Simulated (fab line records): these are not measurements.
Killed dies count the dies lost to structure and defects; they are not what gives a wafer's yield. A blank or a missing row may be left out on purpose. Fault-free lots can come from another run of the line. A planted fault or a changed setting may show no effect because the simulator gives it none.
fab line records ; flow nandHarc
[record] lots = 14; wafers = 41; lastDay = 34
route steps=1302 shown A_M1@1201 A_BONDPAD@1203 THIN_TSV@1294
lots untouched by any fault: they come from a run of this same line in which no faults occurred
startH: start of the lot's first displayed wafer, in hours after the record's first day ; waitH: hours from the lot's prior step to this one ; " the same as in the row above ; L1.1+2: a row that stands for several wafers ; - value missing, or start not given ; * or withheld: withheld ; < > ~ a bound
route shown NAME@n: names a module that has steps shown in the file, with the first one's number in the route ; usual: mean and standard deviation over wafers with no fault ; same: alike in all rows ; chamber/n: place in a boat ; sites: per-site readings ; _std_site: the values' standard deviation ; _edge_site: the outer-site mean with the inner-site mean subtracted ; radiusMm: how far each site lies from the wafer's centre ; mask NAME#n: copy n ; behind: tool/chamber where the wafer was last shaped ; hold: reason for holding the lot/hours on hold/outcome of the hold ; device: the n, p or np transistor that did not switch ; end of line: at the end of the route, the tests of the same wafers ; where a step has no rows: the recipe by itself ; killed: dies that structure and defects cost at the first sort, which is not the same as the wafer's yield ; map: shows each die of a wafer: x if killed, . if not, _ if none is there
set.NAME: the setting as run; set.NAME@STEP: as run at that earlier step ; model.NAME: the simulator's own value behind a step, which no gauge read
one table for each step of the route and one row for each wafer, over a sample of lots
services: when a tool's chamber went out of use (startH, in hours from the record's first day, below 0 if earlier), for how many hours, and the reason
[[steps]]
[step NHARC_A_M1_DEP_33]
[recipe] targetThkA = 300; tempC = 370; targetThkNm = 30; pressureTorr = 3; flowSccm = 200; rfW = 450; material = SiCN
[usual] heaterPowerW = 556/50
lot.wafer;tool;chamber;startH;waitH;heaterPowerW
L188.2;pecvd-03;0;538.63;0.1;519
L188.3;pecvd-03;1;538.63;0.1;509
L188.1;pecvd-03;2;538.63;0.1;552
L187.3;pecvd-03;2;539.15;0.1;539
L187.6;pecvd-03;0;539.15;0.1;530
L187.5;pecvd-03;1;539.15;0.1;552
L186.1;pecvd-02;0;540.36;0.1;503
L186.2;pecvd-02;1;540.36;0.1;646
L186.5;pecvd-02;2;540.36;0.1;618
L189.3;pecvd-02;0;554.34;0.1;520
L189.2;pecvd-02;1;554.34;0.1;633
L189.6;pecvd-02;1;554.34;0.1;650
L191.3;pecvd-03;0;589.54;0.1;549
L191.5;pecvd-03;0;589.54;0.1;567
L191.4;pecvd-03;2;589.54;0.1;599
L194.1;pecvd-03;0;595.68;0.1;479
L194.6;pecvd-03;2;595.68;0.1;514
L194.5;pecvd-03;0;595.68;0.1;495
L192.3;pecvd-03;2;598.57;0.1;573
L192.6;pecvd-03;1;598.57;0.1;523
L192.5;pecvd-03;2;598.57;0.1;560
L197.3;pecvd-03;1;631.13;0.1;487
L197.1;pecvd-03;0;631.13;0.1;542
L197.5;pecvd-03;1;631.13;0.1;488
L196.3;pecvd-01;1;634.98;0.1;634
L196.1;pecvd-01;0;634.98;0.1;653
L196.6;pecvd-01;1;634.98;0.1;641
L202.3;pecvd-03;0;675.62;0.1;534
L202.1;pecvd-03;1;675.62;0.1;502
L202.2;pecvd-03;2;675.62;0.1;556
L203.3;pecvd-02;2;678.77;0.1;605
L203.5;pecvd-02;0;678.77;0.1;522
L199.3;pecvd-03;0;680.09;0.1;576
L199.1;pecvd-03;1;680.09;0.1;517
L199.2;pecvd-03;2;680.09;0.1;581
L208.1;pecvd-03;2;765.72;0.1;524
L208.4;pecvd-03;1;765.72;0.1;553
L208.6;pecvd-03;0;765.72;0.1;526
L209.2;pecvd-03;2;767.16;0.1;492
L209.1;pecvd-03;1;767.16;0.1;510
L209.5;pecvd-03;1;767.16;0.1;504
[step NHARC_A_BONDPAD_CMP_29]
[recipe] targetThkNm = 200; material = SiCN
[usual] motorCurrentA = 11.9/1.4
lot.wafer;tool;chamber;startH;waitH;motorCurrentA
L188.2;cmp-04;3;539.61;-;10.7
L188.3;cmp-04;0;539.61;-;10.0
L188.1;cmp-04;1;539.61;-;12.8
L187.3;cmp-02;0;540.02;-;12.5
L187.5;cmp-02;0;540.02;-;12.7
L187.6;cmp-02;1;540.02;-;12.4
L186.1;cmp-04;2;541.32;-;13.4
L186.2;cmp-04;0;541.32;-;9.7
L186.5;cmp-04;3;541.32;-;10.2
L189.3;cmp-04;2;555.25;-;12.8
L189.2;cmp-04;1;555.25;-;14.2
L189.6;cmp-04;3;555.25;-;10.8
L191.4;cmp-02;0;590.54;-;11.3
L191.3;cmp-02;1;590.54;-;11.2
L191.5;cmp-02;2;590.54;-;12.2
L194.1;cmp-04;1;596.62;-;13.5
L194.5;cmp-04;2;596.62;-;12.6
L194.6;cmp-04;3;596.62;-;10.2
L192.3;cmp-02;0;599.44;-;12.8
L192.6;cmp-02;0;599.44;-;12.2
L192.5;cmp-02;1;599.44;-;11.5
L197.3;cmp-04;0;632.12;-;10.2
L197.1;cmp-04;1;632.12;-;13.4
L197.5;cmp-04;3;632.12;-;10.1
L196.3;cmp-04;3;635.94;-;10.3
L196.1;cmp-04;0;635.94;-;9.6
L196.6;cmp-04;3;635.94;-;11.1
L202.2;cmp-04;2;676.58;-;12.4
L202.1;cmp-04;3;676.58;-;10.6
L202.3;cmp-04;0;676.58;-;10.1
L203.3;cmp-03;1;679.64;-;11.4
L203.5;cmp-03;2;679.64;-;11.2
L199.3;cmp-02;1;681.07;-;11.8
L199.1;cmp-02;2;681.07;-;11.6
L199.2;cmp-02;3;681.07;-;11.0
L208.4;cmp-04;1;766.66;-;13.0
L208.1;cmp-04;3;766.66;-;10.4
L208.6;cmp-04;0;766.66;-;10.1
L209.2;cmp-04;1;768.11;-;12.8
L209.1;cmp-04;0;768.11;-;10.2
L209.5;cmp-04;2;768.11;-;12.8
[step NHARC_A_BONDPAD_PRE_CLEAN_26]
[recipe] timeS = 30; tempC = 280; gas = H2/He
[usual] heaterPowerW = 413/46
lot.wafer;tool;chamber;startH;waitH;heaterPowerW
L188.1;pvdSputter-02;-;-;-;410
L188.3;pvdSputter-02;-;-;-;386
L188.2;pvdSputter-02;-;-;-;471
L187.3;pvdSputter-03;-;-;-;498
L187.5;pvdSputter-03;-;-;-;432
L187.6;pvdSputter-03;-;-;-;397
L186.1;pvdSputter-02;-;-;-;360
L186.2;pvdSputter-02;-;-;-;384
L186.5;pvdSputter-02;-;-;-;357
L189.3;pvdSputter-02;-;-;-;399
L189.2;pvdSputter-02;-;-;-;388
L189.6;pvdSputter-02;-;-;-;360
L191.4;pvdSputter-01;-;-;-;447
L191.3;pvdSputter-01;-;-;-;409
L191.5;pvdSputter-01;-;-;-;450
L194.1;pvdSputter-03;-;-;-;497
L194.5;pvdSputter-03;-;-;-;394
L194.6;pvdSputter-03;-;-;-;504
L192.3;pvdSputter-02;-;-;-;360
L192.5;pvdSputter-02;-;-;-;393
L192.6;pvdSputter-02;-;-;-;471
L197.1;pvdSputter-03;-;-;-;370
L197.3;pvdSputter-03;-;-;-;435
L197.5;pvdSputter-03;-;-;-;389
L196.3;pvdSputter-03;-;-;-;489
L196.1;pvdSputter-03;-;-;-;417
L196.6;pvdSputter-03;-;-;-;393
L202.1;pvdSputter-01;-;-;-;393
L202.2;pvdSputter-01;-;-;-;341
L202.3;pvdSputter-01;-;-;-;400
L203.3;pvdSputter-03;-;-;-;495
L203.5;pvdSputter-03;-;-;-;366
L199.1;pvdSputter-01;-;-;-;346
L199.2;pvdSputter-01;-;-;-;403
L199.3;pvdSputter-01;-;-;-;450
L208.1;pvdSputter-02;-;-;-;475
L208.4;pvdSputter-02;-;-;-;416
L208.6;pvdSputter-02;-;-;-;483
L209.1;pvdSputter-03;-;-;-;435
L209.2;pvdSputter-03;-;-;-;371
L209.5;pvdSputter-03;-;-;-;423
[step NHARC_THIN_TSV_ETCH_59]
[recipe] targetDepthA = 8800; icpW = 900; biasW = 100; Cl2_flow_sccm = 60; bcl3FlowSccm = 30; timeS = 138.1; chemistry = Cl2/BCl3
[usual] drypumpMotorCurrentA = 5.9/0.36; oesProductAu = 1.000/0.011; throttleValvePct = 22.264/0.0087
lot.wafer;tool;chamber;startH;waitH;drypumpMotorCurrentA;oesProductAu;rfHoursCounterH;throttleValvePct
L188.2;rieMetal-02;0;561.59;0.1;6.0;1.014;1.7;22.258
L188.1;rieMetal-02;1;561.59;0.1;5.4;0.999;1.7;22.257
L188.3;rieMetal-02;0;561.59;0.1;6.0;1.006;-;22.261
L187.3;rieMetal-03;0;562.97;0.1;5.9;0.989;-;22.253
L187.6;rieMetal-03;0;562.97;0.1;5.9;0.987;-;22.270
L187.5;rieMetal-03;1;562.97;0.1;5.8;0.980;-;22.276
L186.2;rieMetal-01;1;564.01;0.1;6.1;0.995;2.9;22.249
L186.1;rieMetal-01;0;564.01;0.1;6.6;1.003;2.9;22.265
L186.5;rieMetal-01;0;564.01;0.1;6.6;0.990;-;22.263
L189.2;rieMetal-02;1;578.53;0.1;5.4;0.988;2.4;22.255
L189.3;rieMetal-02;0;578.53;0.1;6.0;1.001;-;22.256
L189.6;rieMetal-02;0;578.53;0.1;6.0;1.011;-;22.288
L191.4;rieMetal-01;1;615.83;0.2;6.1;1.000;-;22.250
L191.3;rieMetal-01;0;615.83;0.2;6.6;0.983;-;22.267
L191.5;rieMetal-01;1;615.83;0.2;6.1;1.003;-;22.264
L194.1;rieMetal-02;0;616.88;0.1;5.9;1.009;3.0;22.263
L194.5;rieMetal-02;0;616.88;0.1;6.0;1.005;-;22.277
L194.6;rieMetal-02;1;616.88;0.1;5.4;1.000;-;22.273
L192.3;rieMetal-03;0;621.67;0.2;5.9;1.002;-;22.279
L192.6;rieMetal-03;0;621.67;0.2;5.9;0.991;-;22.277
L192.5;rieMetal-03;1;621.67;0.2;5.8;0.989;-;22.247
L196.1;rieMetal-02;0;654.91;0.1;5.9;1.022;0.1;22.266
L196.3;rieMetal-02;1;654.91;0.1;5.4;1.014;-;22.265
L196.6;rieMetal-02;1;654.91;0.1;5.4;1.010;-;22.245
L197.1;rieMetal-01;0;655.93;0.1;6.6;0.973;1.3;22.259
L197.3;rieMetal-01;0;655.93;0.1;6.6;0.985;-;22.264
L197.5;rieMetal-01;1;655.93;0.1;6.1;1.007;-;22.263
L202.2;rieMetal-01;0;698.78;0.1;6.6;0.990;2.0;22.263
L202.1;rieMetal-01;1;698.78;0.1;6.1;0.994;2.0;22.283
L202.3;rieMetal-01;0;698.78;0.1;6.6;0.995;-;22.273
L203.3;rieMetal-02;1;700.06;0.2;5.4;0.947;-;22.265
L203.5;rieMetal-02;1;700.06;0.2;5.4;1.021;-;22.265
L199.2;rieMetal-02;0;703.81;0.1;5.9;0.948;1.4;22.267
L199.1;rieMetal-02;1;703.81;0.1;5.4;1.011;1.4;22.284
L199.3;rieMetal-02;0;703.81;0.1;5.9;0.951;-;22.257
L209.1;rieMetal-02;0;790.76;0.1;5.9;1.002;2.9;22.270
L209.2;rieMetal-02;1;790.76;0.1;5.4;1.009;2.9;22.263
L209.5;rieMetal-02;1;790.76;0.1;5.4;0.999;-;22.255
L208.1;rieMetal-03;1;792.01;0.1;5.8;0.993;1.3;22.278
L208.4;rieMetal-03;1;792.01;0.1;5.8;1.004;-;22.277
L208.6;rieMetal-03;0;792.01;0.1;5.9;1.010;-;22.253
[[services]]
tool;chamber;startH;hours;kind
cmp-04;-;520.76;16.2;repair
cmp-02;-;526.73;4.0;pm
pvdSputter-03;-;528.59;10.0;pm
cmp-04;-;546.15;0.9;repair
pecvd-03;-;547.31;13.0;pm
rieMetal-01;-;554.46;1.6;repair
rieMetal-01;-;575.00;9.0;pm
cmp-04;-;584.85;8.8;repair
cmp-04;-;601.06;4.0;pm
pvdSputter-02;-;602.72;1.9;repair
pecvd-03;2;604.12;21.4;repair
pecvd-03;1;616.84;8.5;repair
rieMetal-02;-;631.00;9.0;pm
pvdSputter-02;-;638.04;10.0;pm
pecvd-03;-;660.29;6.1;repair
cmp-04;-;699.21;4.0;pm
pvdSputter-03;-;706.59;10.0;pm
pvdSputter-03;-;717.21;0.5;repair
pecvd-03;-;723.68;1.4;repair
cmp-04;-;724.31;6.8;repair
pecvd-03;-;728.45;13.0;pm
pvdSputter-03;-;768.60;1.1;repair
rieMetal-02;1;774.58;1.9;repair
pvdSputter-03;-;785.12;5.0;repair
[[key]]
[firstSign] step = NHARC_THIN_TSV_ETCH_59; reading = oesProductAu; direction = down; sigmas = 4.6; usual = 1.000; struck = 0.948
effect none on later readings
metAt NHARC_THIN_TSV_ETCH_59
struckLots L199,L203
struckWafers L199.2,L199.3,L203.3
laterRowsLeftOut L199.2,L199.3,L203.3
sortLeftOut L199.2,L199.3,L203.3
notActingAt NHARC_A_M1_DEP_33,NHARC_A_BONDPAD_CMP_29,NHARC_A_BONDPAD_PRE_CLEAN_26
onsetBetween 654.91 700.06
[fault] kind = processParameterDrift; tool = rieMetal-02; chamber = -; onsetH = 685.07; steps = NHARC_THIN_TSV_ETCH_59; channel = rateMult; offset = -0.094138; shape = step; endH = 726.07; scope = struckWafersOnly
// sortLeftOut: the simulated sort isn't trusted on such a fault, so these wafers' sort isn't shown, and their yield isn't known
// laterRowsLeftOut: the simulator's readings of these wafers behind a module that went badly wrong aren't trusted and aren't shown, but for the sort
